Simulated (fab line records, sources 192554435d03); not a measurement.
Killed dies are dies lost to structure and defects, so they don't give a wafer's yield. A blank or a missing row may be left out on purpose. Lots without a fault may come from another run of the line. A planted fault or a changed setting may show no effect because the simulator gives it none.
fab line records | flow n5_finfet
record lots=5 wafers=15 last_day=16
route steps=1938 shown HKMG_FIN@409 BEOL_M4@1111 PASSIVATION@1936
lots that met no fault: from a run of the same line without faults
start_h: hours from the record's first day to the start of the lot's first wafer shown | wait_h: hours since the lot's step before | " the same as in the row above | L1.1+2: a row that stands for several wafers | - no value, or no start given | * or withheld: withheld | < > ~ a bound
route shown NAME@n: a module of which the file shows steps, and the number in the route of the first | usual: mean/standard deviation of fault-free wafers | same: alike in all rows | chamber/n: place in a boat | sites: the reading at each site | _std_site: their standard deviation | _edge_site: outer sites' mean less inner sites' | radius_mm: how far each site lies from the wafer's centre | mask NAME#n: copy n | behind: the tool/chamber that last shaped the wafer | hold: why the lot was held/for how many hours/how that ended | device: the transistor (n, p or np) that didn't switch | end of line: the same wafers' tests at the end of the route | a step without rows: its recipe alone | killed: dies lost to structure and defects at the first sort, not the wafer's yield | map: a wafer's dies, x killed, . not, _ none there
set.NAME: the setting as run; set.NAME@STEP: as run at that earlier step | model.NAME: the simulator's own value behind a step, which no gauge read
lots at some steps of the route; a table a step, a row a wafer
services: from which hour (start_h, from the record's first day; less than 0 if before it) a tool's chamber was out of use, for how many hours, and why
## steps
# step N5_HKMG_FIN_STRIP_60
# recipe chemistry=N2/H2 power_w=2500 temp_c=300 h2_frac=0.65 time_s=360 pressure_mtorr=withheld n2_flow_sccm=1750 h2_flow_sccm=3250
# step N5_HKMG_FIN_WET_ETCH_77
# recipe chemistry=dHCl mix=1:10000 temp_c=25 target=La2O3 stop_on=HfO2 target_depth_nm=2
# step N5_HKMG_FIN_WET_ETCH_78
# recipe chemistry=dNH4OH mix=1:50 temp_c=25 target=Al2O3 stop_on=La2O3 target_depth_nm=4.5 dry=ipa_marangoni rinse_time_s=30 rinse_temp_c=23
# step N5_HKMG_FIN_ALD_79
# recipe material=TiN target_thk_a=15 temp_c=400 ald_precursor_family=TiCl4 ald_co_reactant=NH3 pulse_time_s=1 purge_time_s=3 co_reactant_purge_time_s=2 co_reactant_pulse_time_s=2 ald_cycles=68 pressure_torr=3
# step N5_HKMG_FIN_CVD_62
# recipe material=a-Si target_thk_a=30 temp_c=500 precursor=Si2H6 pressure_torr=1 time_s=20.8
# step N5_HKMG_FIN_RTA_80
# recipe temp_c=withheld time_s=2 ambient=N2 idle_temp_c=600 ramp_up_c_per_s=150 ramp_down_c_per_s=60 cool_to_c=600
# step N5_HKMG_FIN_PRECLEAN_64
# recipe chemistry=dHF time_s=30 temp_c=25 dilution=withheld
# step N5_HKMG_FIN_WET_ETCH_65
# recipe chemistry=TMAH temp_c=70 conc_wt_pct=5 target=a-Si stop_on=TiN time_s=49 target_depth_nm=3
# step N5_HKMG_FIN_WET_ETCH_81
# recipe chemistry=SC1 target=TiN stop_on=HfO2 mix=1:1:5 temp_c=60 time_s=57 target_depth_nm=6
# step N5_HKMG_FIN_WET_ETCH_82
# recipe chemistry=dHCl mix=1:10000 temp_c=25 target=La2O3 stop_on=HfO2 target_depth_nm=2 dry=ipa_marangoni rinse_time_s=30 rinse_temp_c=23
# step N5_HKMG_FIN_ALD_36
# recipe material=TiN target_thk_a=10 temp_c=400 ald_precursor_family=TiCl4 ald_co_reactant=NH3 pulse_time_s=1 purge_time_s=3 co_reactant_purge_time_s=2 co_reactant_pulse_time_s=2 ald_cycles=47 pressure_torr=3
# step N5_HKMG_FIN_PWFM_ALD_03
# recipe material=TiN target_thk_a=20 temp_c=400 ald_precursor_family=TiCl4 ald_co_reactant=NH3 pulse_time_s=1 purge_time_s=3 co_reactant_purge_time_s=2 co_reactant_pulse_time_s=2 ald_cycles=91 pressure_torr=3
# usual ald_cycles=91/0 chamber_pressure_Torr=3.000/0.0074 heater_power_w=905/97 precursor_pulse_height_rel=0.997/0.019
# columns lot.wafer tool chamber start_h wait_h ald_cycles chamber_pressure_Torr heater_power_w precursor_pulse_height_rel
L432.2 ald_metal-01 0 73.79 0.0 91 3.007 866 0.993
L432.3 " 2 " " 91 3.009 808 1.014
L432.5 " 0 " " 91 2.998 875 1.000
L443.1 ald_metal-04 1 144.98 0.0 - - - -
L443.2 " 2 " " - - - -
L443.6 " 0 " " - - - -
L444.3 ald_metal-01 2 148.56 0.0 - - - -
L444.5 " 0 " " - - - -
L444.6 " 3 " " - - - -
L445.1 ald_metal-02 2 158.61 0.0 - - - -
L445.3 " 3 " " - - - -
L445.6 " 0 " " - - - -
L452.2 ald_metal-01 1 199.29 0.0 91 3.003 929 1.015
L452.3 " 3 " " 91 3.009 1012 0.998
L452.6 " 3 " " 91 2.998 996 1.021
# step N5_HKMG_FIN_COAT_29
# recipe resist=SOC temp_c=250 time_s=60 spin_rpm=1500 resist_thk_nm=300
# step N5_HKMG_FIN_COAT_30
# recipe resist=SiARC temp_c=220 time_s=60 spin_rpm=1500 resist_thk_nm=35
# step N5_HKMG_FIN_COAT_06
# recipe resist=CAR-ArF spin_rpm=1500 resist_thk_nm=90
# step N5_HKMG_FIN_EBR_08
# recipe solvent=PGMEA ebr_width_mm=1.5
# step N5_HKMG_FIN_SOFTBAKE_07
# recipe temp_c=110 time_s=60 resist=CAR-ArF
# step N5_HKMG_FIN_EXPOSE_09
# recipe mask_id=NWFM na=1.35 source_shape=conventional sigma_outer=0.8 polarization=unpolarized dose_mj=39.25
# step N5_HKMG_FIN_PEB_10
# recipe peb_temp_c=withheld peb_time_s=60 resist=CAR-ArF
# step N5_HKMG_FIN_DEVELOP_11
# recipe develop_time_s=30 developer=TMAH resist=CAR-ArF dev_temp_c=23 rinse_liquid=diw dry=air_spin
# step N5_HKMG_FIN_DESCUM_17
# recipe chemistry=O2 time_s=7.9 source_power_w=50 bias_power_w=20 pressure_mtorr=20 rf_frequency_hz=2.712e+07 temp_c=40 resist=CAR-ArF o2_flow_sccm=225
# step N5_HKMG_FIN_ETCH_31
# recipe chemistry=CF4 target=SiARC target_depth_a=455 mask_material=CAR-ArF time_s=75.8 ion_energy_ev=80 pressure_mtorr=40 source_w=545 bias_w=36 Ar_flow_sccm=100 cf4_flow_sccm=100 ends=cleared
# step N5_HKMG_FIN_ETCH_32
# recipe chemistry=N2/H2 target=SOC target_depth_a=2400 temp_c=40 time_s=300 ion_energy_ev=200 mask_material=SiARC pressure_mtorr=30 source_w=840 bias_w=150 n2_flow_sccm=200 h2_flow_sccm=200
# step N5_HKMG_FIN_STRIP_33
# recipe chemistry=N2/H2 temp_c=40 n2_flow_sccm=200 h2_flow_sccm=200 rf_frequency_hz=6e+07
# step N5_HKMG_FIN_STRIP_34
# recipe chemistry=CF4 resist=SiARC power_w=300 bias_power_w=75 pressure_mtorr=50 cf4_flow_sccm=150 rf_frequency_hz=6e+07
# step N5_HKMG_FIN_ETCH_35
# recipe chemistry=N2/H2 target=SOC target_depth_a=2158 ion_energy_ev=65 bias_w=5 source_w=3000 time_s=243.4 pressure_mtorr=30 n2_flow_sccm=200 h2_flow_sccm=200
# step N5_HKMG_FIN_STRIP_92
# recipe chemistry=N2/H2 material=SOC time_s=20 power_w=500 temp_c=40 pressure_mtorr=50 rf_frequency_hz=6e+07 bias_power_w=8 h2_frac=0.5 n2_flow_sccm=300 h2_flow_sccm=300
# step N5_HKMG_FIN_WET_ETCH_18
# recipe chemistry=SC1 target=TiN mix=1:1:5 temp_c=* time_s=55 target_depth_nm=5.2 dry=ipa_marangoni rinse_time_s=30 rinse_temp_c=23
# step N5_HKMG_FIN_STRIP_19
# recipe chemistry=N2/H2 power_w=2500 temp_c=300 h2_frac=0.65 time_s=360 pressure_mtorr=withheld n2_flow_sccm=1750 h2_flow_sccm=3250
# step N5_HKMG_FIN_ALD_91
# recipe material=TiN target_thk_a=10 temp_c=400 ald_precursor_family=TiCl4 ald_co_reactant=NH3 pulse_time_s=1 purge_time_s=3 co_reactant_purge_time_s=2 co_reactant_pulse_time_s=2 ald_cycles=47 pressure_torr=3
# step N5_HKMG_FIN_COAT_85
# recipe resist=SOC temp_c=250 time_s=60 spin_rpm=1500 resist_thk_nm=300
# step N5_HKMG_FIN_ETCH_86
# recipe chemistry=N2/H2 target=SOC target_depth_a=3932 stop_on=TiN ion_energy_ev=100 bias_w=61 pressure_mtorr=30 source_w=850 n2_flow_sccm=200 h2_flow_sccm=200
# step N5_HKMG_FIN_STRIP_89
# recipe chemistry=N2/H2 material=SOC time_s=20 power_w=500 temp_c=40 pressure_mtorr=50 rf_frequency_hz=6e+07 bias_power_w=8 h2_frac=0.5 n2_flow_sccm=300 h2_flow_sccm=300
# step N5_HKMG_FIN_WET_ETCH_87
# recipe chemistry=SC1 target=TiN mix=1:2:40 temp_c=50 time_s=154.2 target_depth_nm=4.7 dry=ipa_marangoni rinse_time_s=30 rinse_temp_c=23
# step N5_HKMG_FIN_STRIP_88
# recipe chemistry=N2/H2 power_w=2500 temp_c=300 h2_frac=0.65 time_s=360 pressure_mtorr=withheld n2_flow_sccm=1750 h2_flow_sccm=3250
# step N5_HKMG_FIN_NWFM_ALD_20
# recipe material=TiAlC target_thk_a=20 temp_c=300 ald_precursor_family=TiCl4 ald_co_reactant=TEA pulse_time_s=3 purge_time_s=2 co_reactant_purge_time_s=2 co_reactant_pulse_time_s=10 ald_cycles=7 pressure_torr=3
# step N5_HKMG_FIN_ALD_71
# recipe material=TiN target_thk_a=10 temp_c=400 ald_precursor_family=TiCl4 ald_co_reactant=NH3 pulse_time_s=1 purge_time_s=3 co_reactant_purge_time_s=2 co_reactant_pulse_time_s=2 ald_cycles=47 pressure_torr=3
# step N5_HKMG_FIN_COAT_66
# recipe resist=SOC temp_c=250 time_s=60 spin_rpm=1500 resist_thk_nm=300
# step N5_BEOL_M4_RC_MEAS_101
# usual DIBL_N=36.2/1.7 DIBL_P=36.6/1.9 IOFF_N=0.16/0.032 IOFF_P=0.21/0.037 IOFF_P_85C=3.6/0.54 IOFF_P_LIN=0.097/0.013 IOFF_P_LONG=0.000101/7.2e-06 ION_N=675/12 ION_P=460/8.1 SS_N=71.4/0.58 SS_P=73.4/0.64 VT_N=249/3.2 VT_P=-252/3.4 VT_P_LONG=-277.0/2.8 VT_P_LVT=-98/3.2
# columns lot.wafer tool chamber start_h wait_h DIBL_N[mV/V] DIBL_P[mV/V] IOFF_N[nA/um] IOFF_P[nA/um] IOFF_P_85C[nA/um] IOFF_P_LIN[nA/um] IOFF_P_LONG[nA/um] ION_N[uA/um] ION_P[uA/um] SS_N[mV/dec] SS_P[mV/dec] VT_N[mV] VT_P[mV] VT_P_LONG[mV] VT_P_LVT[mV]
L432.2 prober-02 0 166.89 0.2 38.8 36.9 0.19 0.21 3.6 0.097 0.0001 694 467 71.8 74.1 243 -250 -277.8 -95
L432.3 " 0 " " 38.4 39.0 0.20 0.24 4.1 0.106 0.000101 682 469 71.7 74.0 245 -249 -277.8 -94
L432.5 " 0 " " 35.8 35.4 0.14 0.18 3.2 0.088 0.000101 675 457 70.3 72.4 249 -253 -277.7 -98
L444.3 prober-02 0 242.34 0.3 35.7 35.1 0.15 0.00 0.1 0.002 4.1e-05 660 286 72.2 72.9 252 -362 -387.2 -210
L444.5 " 0 " " 37.2 37.7 0.19 0.00 0.1 0.002 4.2e-05 676 303 72.0 73.1 247 -360 -388.9 -206
L444.6 " 0 " " 34.0 32.7 0.13 0.00 0.1 0.002 3.8e-05 658 286 71.6 72.6 254 -365 -388.1 -211
L443.1 prober-01 0 242.51 0.0 34.4 36.2 0.14 0.00 0.1 0.002 5e-05 680 304 70.6 74.1 254 -356 -378.7 -205
L443.2 " 0 " " 33.2 33.8 0.12 0.00 0.1 0.002 4.9e-05 649 294 70.7 73.1 255 -358 -380.3 -208
L443.6 " 0 " " 35.7 37.1 0.17 0.00 0.2 0.002 4.9e-05 676 305 71.3 74.1 249 -356 -379.5 -206
L445.1 prober-02 0 244.98 0.0 34.8 34.8 0.15 0.00 0.1 0.002 4.1e-05 681 295 71.2 72.9 252 -364 -388.2 -210
L445.3 " 0 " " 38.0 38.2 0.19 0.00 0.1 0.002 4.3e-05 661 292 72.0 73.9 247 -358 -389.3 -206
L445.6 " 0 " " 35.5 35.0 0.15 0.00 0.1 0.002 4.7e-05 661 288 71.5 72.6 250 -365 -390.4 -210
L452.2 prober-02 0 286.90 0.2 37.7 36.5 0.15 0.19 3.3 0.090 9.1e-05 678 461 71.2 72.9 251 -253 -278.8 -100
L452.3 " 0 " " 38.1 37.4 0.17 0.21 3.6 0.094 9.1e-05 688 467 72.7 72.7 248 -253 -278.5 -98
L452.6 " 0 " " 36.9 35.3 0.13 0.17 3.0 0.080 9e-05 648 448 71.7 72.6 256 -257 -280.8 -102
# step N5_PASSIVATION_PROBE_49
# usual defect_limited_yield=91.3/1.5 killed_at_M0_to_M3=35/10 killed_at_M4_up=12/4.6 killed_at_contacts=13/6.6 killed_at_front_end=39/11 killed_at_other=4/3.4 killed_dies=103/17 killed_open=67/13 killed_short=35/8.2 sort_bin_5_function=5.1/0.94 sort_bin_6_memory=3.2/0.7 sort_bin_8_speed=0.00/0.03 sort_n_pass=1077/17 sort_yield_pct=91.3/1.5
# same gross_dies=1180 killed_at_back_side=0 sort_bin_4_leakage[%]=0
# columns lot.wafer tool chamber start_h wait_h defect_limited_yield[%] killed_at_M0_to_M3 killed_at_M4_up killed_at_contacts killed_at_front_end killed_at_other killed_dies killed_open killed_short sort_bin_5_function[%] sort_bin_6_memory[%] sort_bin_8_speed[%] sort_n_pass sort_yield_pct[%]
L432.2 prober-02 - 270.68 0.1 91.3 28 16 6 51 2 103 62 40 5.3 3.1 0 1077 91.3
L432.3 prober-02 - 270.73 0.1 93.2 25 12 9 31 3 80 46 31 4.3 2.1 0 1100 93.2
L432.5 prober-02 - 270.83 0.2 89.0 44 20 10 51 5 130 71 54 5.7 4.6 0 1050 89.0
L444.3 prober-01 - 337.60 0.1 92.5 34 11 2 39 3 89 59 29 4.7 2.5 92.46 0 0
L444.5 prober-01 - 337.70 0.2 89.9 53 13 2 46 5 119 83 35 5.5 4.2 89.92 0 0
L444.6 prober-01 - 337.75 0.3 89.8 57 8 11 43 1 120 77 40 5.4 4.3 89.83 0 0
L445.1 prober-01 - 342.96 0.0 92.0 26 16 3 42 7 94 60 34 4.8 3.0 92.03 0 0
L445.3 prober-01 - 343.06 0.1 91.9 31 8 10 42 5 96 54 41 5.0 2.5 91.86 0 0
L445.6 prober-01 - 343.21 0.3 93.4 35 4 8 25 6 78 51 26 3.3 3.1 93.39 0 0
L443.1 prober-02 - 345.56 0.0 93.6 35 7 5 26 2 75 31 39 3.6 2.1 93.64 0 0
L443.2 prober-02 - 345.61 0.1 94.1 28 9 5 26 2 70 39 30 3.5 2.2 94.07 0 0
L443.6 prober-02 - 345.81 0.3 92.2 28 8 21 33 2 92 64 27 4.2 3.2 92.20 0 0
L452.2 prober-02 - 393.80 0.1 89.6 56 7 10 49 1 123 79 36 6.4 3.2 0 1057 89.6
L452.3 prober-02 - 393.85 0.1 90.3 57 13 9 35 1 115 74 36 6.3 2.9 0 1065 90.3
L452.6 prober-02 - 394.00 0.3 90.0 39 17 9 51 2 118 75 33 6.5 2.5 0 1062 90.0
# killed by level:class
L432.2 DUMMY_GATE:geometric_particle:open=9 FIN_SAQP:geometric_particle:short=7 BEOL_M0_SAQP:geometric_particle:short=7 BEOL_M4:geometric_particle:open=7 STI_FIN_REVEAL:geometric_particle:open=6 MOL_CONTACT_COAG:geometric_particle:open=6 BEOL_M0_SAQP:geometric_particle:open=5 BEOL_M1:geometric_particle:open=5
L432.3 BEOL_M0_SAQP:geometric_particle:short=10 DUMMY_GATE:geometric_particle:open=6 MOL_CONTACT_COAG:geometric_particle:short=6 GATE_CUT:geometric_particle:short=5 FIN_SAQP:geometric_particle:open=4 BEOL_M0_SAQP:geometric_particle:open=4 GATE_CUT:geometric_particle:open=4 BEOL_M3:geometric_particle:open=4
L432.5 BEOL_M4:geometric_particle:open=16 FIN_SAQP:geometric_particle:short=9 BEOL_M0_SAQP:geometric_particle:open=9 BEOL_M0_SAQP:geometric_particle:short=8 FIN_SAQP:geometric_particle:open=7 BEOL_M1:geometric_particle:open=7 DUMMY_GATE:geometric_particle:open=6 BEOL_M0:geometric_particle:short=6
L444.3 STI_FIN_REVEAL:geometric_particle:open=18 BEOL_M3:geometric_particle:open=8 BEOL_M0_SAQP:geometric_particle:short=7 BEOL_M0_SAQP:geometric_particle:open=6 BEOL_M1:geometric_particle:open=6 FIN_SAQP:geometric_particle:short=5 STI_FIN_REVEAL:geometric_particle:short=4 BEOL_M4:geometric_particle:open=4
L444.5 FIN_SAQP:geometric_particle:open=16 BEOL_M0_SAQP:geometric_particle:open=13 BEOL_M0_SAQP:geometric_particle:short=11 BEOL_M3:geometric_particle:open=10 BEOL_M4:geometric_particle:open=7 STI_FIN_REVEAL:geometric_particle:open=6 BEOL_M0:geometric_particle:open=5 FIN_SAQP:geometric_particle:short=4
L444.6 BEOL_M1:geometric_particle:open=23 STI_FIN_REVEAL:geometric_particle:open=17 FIN_SAQP:geometric_particle:short=9 MOL_CONTACT_COAG:geometric_particle:open=8 BEOL_M2:geometric_particle:open=8 STI_FIN_REVEAL:geometric_particle:short=6 BEOL_M0_SAQP:geometric_particle:open=5 BEOL_M3:geometric_particle:short=4
L445.1 FIN_SAQP:geometric_particle:short=12 FIN_SAQP:geometric_particle:open=9 BEOL_M0:geometric_particle:open=6 BEOL_M2:geometric_particle:open=6 DUMMY_GATE:geometric_particle:open=5 BEOL_M1:geometric_particle:open=5 STARTING-WAFER:geometric_particle:open=3 STI_FIN_REVEAL:geometric_particle:open=3
L445.3 FIN_SAQP:geometric_particle:short=11 BEOL_M2:geometric_particle:open=9 FIN_SAQP:geometric_particle:open=8 MOL_CONTACT_COAG:geometric_particle:open=7 BEOL_M3:geometric_particle:open=6 STARTING-WAFER:geometric_particle:open=6 STI_FIN_REVEAL:geometric_particle:open=5 BEOL_M2:geometric_particle:short=5
L445.6 BEOL_M2:geometric_particle:open=15 FIN_SAQP:geometric_particle:short=7 MOL_CONTACT_COAG:geometric_particle:open=6 DUMMY_GATE:geometric_particle:open=4 BEOL_M0_SAQP:geometric_particle:open=4 BEOL_M0:geometric_particle:open=4 STI_FIN_REVEAL:geometric_particle:open=3 BEOL_M1:geometric_particle:short=3
L443.1 BEOL_M0_SAQP:geometric_particle:short=16 GATE_CUT:geometric_particle:short=11 BEOL_M3:geometric_particle:open=6 BEOL_M0_SAQP:geometric_particle:open=5 HKMG_FIN:area_etch=4 STI_FIN_REVEAL:geometric_particle:open=3 GATE_CUT:geometric_particle:open=3 MOL_CONTACT_COAG:geometric_particle:open=3
L443.2 BEOL_M0_SAQP:geometric_particle:short=14 FIN_SAQP:geometric_particle:open=5 BEOL_M0_SAQP:geometric_particle:open=5 BEOL_M3:geometric_particle:open=5 STI_FIN_REVEAL:geometric_particle:open=4 FIN_SAQP:geometric_particle:short=3 ILD0:geometric_particle:short=3 MOL_CONTACT_COAG:geometric_particle:open=3
L443.6 MOL_CONTACT_COAG:geometric_particle:open=18 FIN_SAQP:geometric_particle:open=7 BEOL_M0_SAQP:geometric_particle:open=7 BEOL_M1:geometric_particle:open=7 BEOL_M3:geometric_particle:open=6 BEOL_M0_SAQP:geometric_particle:short=5 FIN_SAQP:geometric_particle:short=4 STI_FIN_REVEAL:geometric_particle:open=4
L452.2 BEOL_M0_SAQP:geometric_particle:open=12 BEOL_M2:geometric_particle:open=12 MOL_CONTACT_COAG:geometric_particle:open=9 BEOL_M0_SAQP:geometric_particle:short=9 FIN_SAQP:geometric_particle:short=7 BEOL_M1:geometric_particle:open=7 BEOL_M3:geometric_particle:open=7 HKMG_FIN:area_etch=7
L452.3 BEOL_M3:geometric_particle:open=19 BEOL_M0_SAQP:geometric_particle:open=14 BEOL_M0_SAQP:geometric_particle:short=8 FIN_SAQP:geometric_particle:short=6 MOL_CONTACT_COAG:geometric_particle:open=6 FIN_SAQP:geometric_particle:open=5 DUMMY_GATE:geometric_particle:open=5 GATE_CUT:geometric_particle:short=5
L452.6 BEOL_M2:geometric_particle:open=9 MOL_CONTACT_COAG:geometric_particle:open=9 HKMG_FIN:area_etch=9 BEOL_M0_SAQP:geometric_particle:open=7 STARTING-WAFER:geometric_particle:open=7 FIN_SAQP:geometric_particle:short=6 BEOL_M0_SAQP:geometric_particle:short=6 BEOL_M1:geometric_particle:open=6
# map L443.6 (x killed, . not)
_________________..x.........________________
______________.....x............_____________
___________..x....x................__________
__________.......x.....x....x......._________
________.............................._______
_______.x...x..........................______
______.................................._____
_____.....................x.......x.x....____
____.xx...................x...x.x.........___
___....................xx...........x....x.__
___...............x............x...........__
__..x..............x...x.......x............_
__...........x....x..x......................_
_.......x.............x.................x....
_...........x......x.........................
_..x............x..............x...x.....x...
_xx.........x......x.x...........x...x....x..
_...............x........................x...
_.................x....x.....................
_.....x...................x.....x..x.........
_............x.....x.........................
__..............................x..x........_
__.......x............x....................._
___............x..........x...........x....__
___.................x.......x..............__
____x........x.x...x..................x...___
_____.x..x.............................x.____
______..........x.....x......x.........._____
_______..x...x..............xx..x.....x______
________..............x..............._______
__________...xx...x.....x...x......._________
___________..............x.........__________
______________...............x.._____________
_________________............________________
# map L444.6 (x killed, . not)
_________________............________________
______________.................._____________
___________.....x..................__________
__________..............x..........._________
________..........x..........x.x......_______
_______.................x........x.....______
______.............xx....x..x..x..x....._____
_____......x.x...........................____
____....x.............x...........x.......___
___................x.......x............xx.__
___...............x..............x.........__
__......x..x.....x.x........................_
__....x......x...x...x........x............._
_.....x..x..........x...................x....
_.............x.........................x..x.
_.x...xx.........x.....x.............x.......
_............x.x..x.......................x.x
_......x.........x.......x.x...x.......x.....
_...........................x.........x..xx..
_....x...........x.x.x..x.x...x..............
_....x.........................x.........xx..
__.x..............xx..x...x...x.......x....x_
__..............x.........x...........x....._
___x.....x.......................x..x......__
___......................x..x..x..x........__
____x....x..xx........x..x.......x........___
_____..............x.x.......x...........____
______..x................x.x............_____
_______.x.x....................x......x______
________x.....x...............x..x...._______
__________.......x....x............._________
___________..x..............x.....x__________
______________...x.......x......_____________
_________________...x........________________
## services
# columns tool chamber start_h hours kind
ald_metal-01 3 69.53 5.4 repair
ald_metal-04 - 139.48 1.1 repair
ald_metal-04 - 160.37 0.2 repair
ald_metal-02 - 169.20 0.7 repair
ald_metal-04 1 170.41 27.5 repair
## key
first_sign step=N5_HKMG_FIN_PWFM_ALD_03 reading=tool_record direction=missing
effect step=N5_BEOL_M4_RC_MEAS_101 reading=VT_P_LONG direction=down sigmas=38 usual=-277.0 struck=-385.6
effect step=N5_BEOL_M4_RC_MEAS_101 reading=VT_P_LVT direction=down sigmas=34 usual=-98 struck=-208
effect step=N5_BEOL_M4_RC_MEAS_101 reading=VT_P direction=down sigmas=32 usual=-252 struck=-361
effect step=N5_BEOL_M4_RC_MEAS_101 reading=ION_P direction=down sigmas=21 usual=460 struck=295
effect step=N5_BEOL_M4_RC_MEAS_101 reading=IOFF_P_LONG direction=down sigmas=7.9 usual=0.000101 struck=4.5e-05
effect step=N5_BEOL_M4_RC_MEAS_101 reading=IOFF_P_LIN direction=down sigmas=7.1 usual=0.097 struck=0.002
effect step=N5_BEOL_M4_RC_MEAS_101 reading=IOFF_P_85C direction=down sigmas=6.4 usual=3.6 struck=0.1
effect step=N5_BEOL_M4_RC_MEAS_101 reading=IOFF_P direction=down sigmas=5.5 usual=0.21 struck=0.00
effect step=N5_PASSIVATION_PROBE_49 reading=sort_bin_8_speed direction=up sigmas=99+ usual=0.00 struck=92.16
met_at N5_HKMG_FIN_PWFM_ALD_03
struck_wafers L443.1,L443.2,L443.6,L444.3,L444.5,L444.6,L445.1,L445.3,L445.6
onset_between 73.79 144.98
fault kind=skipped_step_whole tool=ald_metal-01,ald_metal-02,ald_metal-04 chamber=- onset_h=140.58 steps=N5_HKMG_FIN_PWFM_ALD_03 scope=struck_lots_only
